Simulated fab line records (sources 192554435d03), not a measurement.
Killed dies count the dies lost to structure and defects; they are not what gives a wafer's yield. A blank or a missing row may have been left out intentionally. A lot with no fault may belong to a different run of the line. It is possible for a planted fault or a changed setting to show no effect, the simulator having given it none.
Which tool was responsible? + flow n5 finfet + Sampling: 24 lots, 72 wafers, 5 of 1938 route steps

WHAT THE GAUGES READ, wafer by wafer
N5_BEOL_M10_OCD_MEAS_38. Usual: trench depth nm reads 148 nm (standard deviation 3.2).
| lot  | measured     | on     | trench depth nm (nm) | flag |
|------|--------------|--------|----------------------|------|
| L074 | day 10 00:57 | ocd-01 | 142 148 146          |      |
| L075 | day 10 08:15 | ocd-01 | 146 148 146          |      |
| L076 | day 11 00:34 | ocd-01 | 149 147 143          |      |
| L077 | day 11 05:49 | ocd-02 | 149 145 149          |      |
| L080 | day 11 10:59 | ocd-02 | 151 148 150          |      |
| L078 | day 11 15:29 | ocd-02 | 147 143 142          |      |
| L079 | day 11 16:08 | ocd-01 | 151 145 145          |      |
| L081 | day 12 01:38 | ocd-02 | 147 147 150          |      |
| L083 | day 12 03:58 | ocd-01 | 147 149 153          |      |
| L082 | day 12 11:03 | ocd-01 | 147 151 150          |      |
| L084 | day 12 19:15 | ocd-02 | 152 149 148          |      |
| L085 | day 12 19:43 | ocd-02 | 146 148 149          |      |
| L086 | day 13 09:00 | ocd-02 | 146 141 142          |      |
| L087 | day 13 12:37 | ocd-02 | 143 152 153          |      |
| L089 | day 13 16:07 | ocd-02 | 146 150 141          |      |
| L088 | day 13 20:50 | ocd-02 | 151 143 152          |      |
| L091 | day 13 21:18 | ocd-02 | 150 143 153          |      |
| L090 | day 14 06:35 | ocd-02 | 153 154 154          |      |
| L092 | day 14 15:53 | ocd-01 | 153 145 151          |      |
| L093 | day 14 23:16 | ocd-01 | 147 152 149          |      |
| L095 | day 15 17:32 | ocd-02 | 149 150 147          |      |
| L096 | day 16 09:58 | ocd-01 | 145 146 151          |      |
| L094 | day 16 10:25 | ocd-02 | 154 150 149          |      |
| L097 | day 16 14:23 | ocd-02 | 152 154 153          |      |

N5_BEOL_M11_CD_MEAS_11: target cd 64.1 nm. Usual: cd nm reads 63.6 nm (standard deviation 0.47).
| lot  | measured     | on        | cd nm (nm)     | flag |
|------|--------------|-----------|----------------|------|
| L074 | day 10 06:40 | cd sem-01 | 64.3 63.5 64.3 |      |
| L075 | day 10 12:55 | cd sem-03 | 64.0 64.2 63.8 |      |
| L076 | day 11 06:32 | cd sem-02 | 64.5 64.4 63.9 |      |
| L077 | day 11 10:19 | cd sem-02 | 63.1 63.1 63.5 |      |
| L080 | day 11 16:47 | cd sem-01 | 63.8 62.6 63.6 |      |
| L078 | day 11 22:22 | cd sem-03 | 63.2 62.6 63.4 |      |
| L079 | day 11 22:32 | cd sem-03 | 63.2 63.2 63.7 |      |
| L081 | day 12 07:23 | cd sem-01 | 63.4 62.8 63.1 |      |
| L083 | day 12 11:19 | cd sem-03 | 62.9 63.5 63.1 |      |
| L082 | day 12 16:03 | cd sem-01 | 64.6 63.4 63.9 |      |
| L084 | day 13 00:23 | cd sem-03 | 63.8 63.2 63.1 |      |
| L085 | day 13 00:26 | cd sem-03 | 63.6 63.4 64.1 |      |
| L086 | day 13 14:12 | cd sem-01 | 63.7 64.2 64.2 |      |
| L087 | day 13 17:19 | cd sem-01 | 63.6 63.8 64.2 |      |
| L089 | day 13 21:19 | cd sem-01 | 63.6 62.9 63.0 |      |
| L088 | day 14 02:44 | cd sem-03 | 63.5 63.6 64.3 |      |
| L091 | day 14 03:07 | cd sem-03 | 63.4 63.5 62.5 |      |
| L090 | day 14 12:51 | cd sem-01 | 63.3 63.3 63.4 |      |
| L092 | day 14 20:40 | cd sem-02 | 64.4 62.8 63.4 |      |
| L093 | day 15 14:01 | cd sem-01 | 63.4 63.4 63.0 |      |
| L095 | day 15 21:16 | cd sem-01 | 63.2 63.9 64.1 |      |
| L096 | day 16 14:56 | cd sem-03 | 63.8 63.5 63.7 |      |
| L094 | day 16 15:05 | cd sem-01 | 63.6 63.3 63.4 |      |
| L097 | day 16 19:16 | cd sem-02 | 63.4 64.0 63.4 |      |

N5_BEOL_M11_OVL_MEAS_29. Usual: V10_OVL 0.0 nm, standard deviation 0.71.
| lot  | measured     | on         | V10_OVL (nm)   | flag |
|------|--------------|------------|----------------|------|
| L074 | day 10 07:37 | overlay-02 | 1.0 0.3 0.6    |      |
| L075 | day 10 16:08 | overlay-01 | 0.8 0.1 0.3    |      |
| L076 | day 11 07:37 | overlay-02 | -0.4 -0.4 -0.8 |      |
| L077 | day 11 12:46 | overlay-01 | -0.7 0.5 0.0   |      |
| L080 | day 11 21:07 | overlay-01 | 0.9 0.5 0.2    |      |
| L078 | day 12 00:55 | overlay-02 | -0.3 0.6 -0.5  |      |
| L079 | day 12 01:38 | overlay-01 | -0.3 -0.1 -0.8 |      |
| L081 | day 12 10:38 | overlay-02 | 0.4 0.1 -0.5   |      |
| L083 | day 12 13:59 | overlay-02 | -0.4 -0.8 -0.2 |      |
| L082 | day 12 18:42 | overlay-02 | -0.1 0.5 0.6   |      |
| L084 | day 13 02:32 | overlay-02 | -0.1 0.3 -0.9  |      |
| L085 | day 13 02:42 | overlay-01 | 0.4 0.6 0.6    |      |
| L086 | day 13 15:46 | overlay-01 | -0.4 -0.2 -0.9 |      |
| L087 | day 13 20:17 | overlay-01 | -0.6 0.2 -0.4  |      |
| L089 | day 13 22:23 | overlay-01 | 0.0 -0.4 0.5   |      |
| L088 | day 14 06:11 | overlay-01 | -1.4 0.1 -0.6  |      |
| L091 | day 14 05:52 | overlay-02 | 1.1 1.8 2.0    |      |
| L090 | day 14 15:20 | overlay-02 | 0.9 1.0 0.6    |      |
| L092 | day 14 22:43 | overlay-02 | -0.4 -0.8 -0.1 |      |
| L093 | day 15 15:05 | overlay-02 | -1.0 -0.6 -1.0 |      |
| L095 | day 15 23:06 | overlay-01 | -1.0 -0.9 -0.8 |      |
| L096 | day 16 15:57 | overlay-02 | 1.0 0.1 -0.2   |      |
| L094 | day 16 18:28 | overlay-02 | 0.9 0.4 0.8    |      |
| L097 | day 16 22:09 | overlay-02 | 0.1 0.6 -0.7   |      |

TOOL THAT RAN EACH LOT (tool first, then ch and the chambers of the sampled wafers, then the start)
| lot  | N5_BEOL_M10_DEGAS_44         | N5_BEOL_M11_ETCH_62                |
|------|------------------------------|------------------------------------|
| L074 | pvd sputter-01, day 10 01:47 | rie diel-03 ch 2,3, day 10 06:50   |
| L075 | pvd sputter-01, day 10 09:07 | rie diel-02 ch 0,1, day 10 13:06   |
| L076 | pvd sputter-03, day 11 01:35 | rie diel-03 ch 1,3, day 11 06:43   |
| L077 | pvd sputter-02, day 11 06:27 | rie diel-03 ch 0,1,3, day 11 10:40 |
| L080 | pvd sputter-01, day 11 13:29 | rie diel-02 ch 1,2,3, day 11 16:58 |
| L078 | pvd sputter-03, day 11 16:20 | rie diel-04 ch 1,2,3, day 11 22:32 |
| L079 | pvd sputter-01, day 11 17:01 | rie diel-03 ch 1,2,3, day 11 22:43 |
| L081 | pvd sputter-02, day 12 02:10 | rie diel-03 ch 0,3, day 12 07:34   |
| L083 | pvd sputter-03, day 12 06:56 | rie diel-04 ch 0,2, day 12 12:27   |
| L082 | pvd sputter-03, day 12 11:52 | rie diel-04 ch 2,3, day 12 16:16   |
| L084 | pvd sputter-02, day 12 19:51 | rie diel-04 ch 1,3, day 13 00:34   |
| L085 | pvd sputter-03, day 12 20:37 | rie diel-02 ch 2,3, day 13 00:50   |
| L086 | pvd sputter-03, day 13 10:23 | rie diel-03 ch 0,1,2, day 13 14:41 |
| L087 | pvd sputter-02, day 13 13:08 | rie diel-02 ch 0,2, day 13 17:29   |
| L089 | pvd sputter-03, day 13 16:59 | rie diel-03 ch 0,1,2, day 13 21:40 |
| L088 | pvd sputter-02, day 13 21:35 | rie diel-02 ch 0,3, day 14 03:29   |
| L091 | pvd sputter-02, day 13 22:08 | rie diel-02 ch 0,1,2, day 14 03:46 |
| L090 | pvd sputter-02, day 14 07:29 | rie diel-02 ch 0,1,3, day 14 13:02 |
| L092 | pvd sputter-02, day 14 16:26 | rie diel-04 ch 0,2,3, day 14 20:56 |
| L093 | pvd sputter-01, day 15 00:19 | rie diel-03 ch 0,1,2, day 15 14:11 |
| L095 | pvd sputter-02, day 15 18:20 | rie diel-04 ch 0,1,2, day 15 21:27 |
| L096 | pvd sputter-01, day 16 10:53 | rie diel-03 ch 1,2,3, day 16 15:06 |
| L094 | pvd sputter-01, day 16 10:58 | rie diel-04 ch 0,1,2, day 16 15:16 |
| L097 | pvd sputter-03, day 16 15:07 | rie diel-04 ch 1,2, day 16 19:35   |
- N5_BEOL_M10_DEGAS_44: time 60 s.
- N5_BEOL_M11_ETCH_62: etches SOC in N2/H2, target depth 110 nm, overetch 22 nm, time 165 s.

WHAT THE TOOLS THEMSELVES READ (means of the sampled wafers that have a number; where no wafer has one, the mark that the record gives instead)
N5_BEOL_M10_DEGAS_44. Usual: heater power w reads 322 W (standard deviation 36).
| lot  | tool           | heater power w (W) | flag |
|------|----------------|--------------------|------|
| L074 | pvd sputter-01 | 317                |      |
| L075 | pvd sputter-01 | 316                |      |
| L076 | pvd sputter-03 | 314                |      |
| L077 | pvd sputter-02 | 325                |      |
| L080 | pvd sputter-01 | 312                |      |
| L078 | pvd sputter-03 | 324                |      |
| L079 | pvd sputter-01 | 312                |      |
| L081 | pvd sputter-02 | 371                |      |
| L083 | pvd sputter-03 | 323                |      |
| L082 | pvd sputter-03 | 308                |      |
| L084 | pvd sputter-02 | 284                |      |
| L085 | pvd sputter-03 | 318                |      |
| L086 | pvd sputter-03 | 303                |      |
| L087 | pvd sputter-02 | 371                |      |
| L089 | pvd sputter-03 | 316                |      |
| L088 | pvd sputter-02 | 325                |      |
| L091 | pvd sputter-02 | 350                |      |
| L090 | pvd sputter-02 | 281                |      |
| L092 | pvd sputter-02 | 351                |      |
| L093 | pvd sputter-01 | 320                |      |
| L095 | pvd sputter-02 | 324                |      |
| L096 | pvd sputter-01 | 300                |      |
| L094 | pvd sputter-01 | 315                |      |
| L097 | pvd sputter-03 | 320                |      |

N5_BEOL_M11_ETCH_62. Usual: chamber pressure mTorr 29.998 mTorr, standard deviation 0.029; drypump motor current A 5.8 A, standard deviation 0.47; oes product au 0.65 a.u., standard deviation 0.061; rf vpp V 524.6 V, standard deviation 2.3; showerhead plenum p Torr 2.57 Torr, standard deviation 0.083; throttle valve pct 17.81 %, standard deviation 0.26.
| lot  | tool        | chamber pressure mTorr (mTorr) | drypump motor current A (A) | oes product au (a.u.) | rf vpp V (V) | showerhead plenum p Torr (Torr) | throttle valve pct (%) | flag |
|------|-------------|--------------------------------|-----------------------------|-----------------------|--------------|---------------------------------|------------------------|------|
| L074 | rie diel-03 | 30.004                         | 5.4                         | 0.71                  | 526.9        | 2.64                            | 17.65                  |      |
| L075 | rie diel-02 | 29.970                         | 5.3                         | 0.66                  | 524.6        | 2.55                            | 17.73                  |      |
| L076 | rie diel-03 | 30.009                         | 5.9                         | 0.66                  | 522.8        | 2.50                            | 17.82                  |      |
| L077 | rie diel-03 | 30.001                         | 5.8                         | 0.66                  | 523.2        | 2.54                            | 17.81                  |      |
| L080 | rie diel-02 | 30.002                         | 6.2                         | 0.72                  | 526.5        | 2.62                            | 17.59                  |      |
| L078 | rie diel-04 | 29.995                         | 5.9                         | 0.67                  | 526.2        | 2.62                            | 17.67                  |      |
| L079 | rie diel-03 | 30.016                         | 5.6                         | 0.67                  | 523.9        | 2.55                            | 17.79                  |      |
| L081 | rie diel-03 | 29.994                         | 5.7                         | 0.69                  | 525.8        | 2.64                            | 17.69                  |      |
| L083 | rie diel-04 | 29.976                         | 5.7                         | 0.60                  | 525.2        | 2.58                            | 18.09                  |      |
| L082 | rie diel-04 | 30.018                         | 5.7                         | 0.66                  | 525.5        | 2.62                            | 17.83                  |      |
| L084 | rie diel-04 | 30.013                         | 6.1                         | 0.67                  | 525.9        | 2.62                            | 17.51                  |      |
| L085 | rie diel-02 | 29.956                         | 6.6                         | 0.72                  | 526.4        | 2.67                            | 17.68                  |      |
| L086 | rie diel-03 | 30.012                         | 5.6                         | 0.63                  | 522.9        | 2.49                            | 17.93                  |      |
| L087 | rie diel-02 | 29.986                         | 6.1                         | 0.66                  | 524.8        | 2.56                            | 17.80                  |      |
| L089 | rie diel-03 | 30.009                         | 5.6                         | 0.63                  | 523.2        | 2.49                            | 17.93                  |      |
| L088 | rie diel-02 | 29.995                         | 5.6                         | 0.62                  | 524.5        | 2.56                            | 18.08                  |      |
| L091 | rie diel-02 | 29.996                         | 5.7                         | 0.65                  | 523.8        | 2.55                            | 17.80                  |      |
| L090 | rie diel-02 | 29.987                         | 5.7                         | 0.65                  | 525.2        | 2.58                            | 17.86                  |      |
| L092 | rie diel-04 | 29.992                         | 5.7                         | 0.66                  | 525.0        | 2.57                            | 17.84                  |      |
| L093 | rie diel-03 | 29.968                         | 5.6                         | 0.62                  | 522.2        | 2.48                            | 17.95                  |      |
| L095 | rie diel-04 | 30.005                         | 5.9                         | 0.60                  | 525.0        | 2.57                            | 17.93                  |      |
| L096 | rie diel-03 | 30.014                         | 5.5                         | 0.64                  | 522.8        | 2.53                            | 17.85                  |      |
| L094 | rie diel-04 | 30.020                         | 5.9                         | 0.59                  | 525.1        | 2.57                            | 17.95                  |      |
| L097 | rie diel-04 | 29.979                         | 6.1                         | 0.60                  | 526.3        | 2.62                            | 17.79                  |      |

THE ANSWER, worked out from the rows above alone
Rule: take the mean of a lot's wafers that have a number; if it is more than 3 standard deviations from the usual mean, the lot is off. Also off: a lot with no number at a reading for which 4 or more lots have one. The other lots that the step has rows for count as sound. First the gauges in route order, then the tools' own readings, where a lot's mean is used as printed above. At the first step where some lot is off, the reading lying furthest off is the one used; lots without a number count as furthest.
No lot is off at any reading shown: from this, nothing can be told.

WHAT THE SIMULATOR HAD PUT IN
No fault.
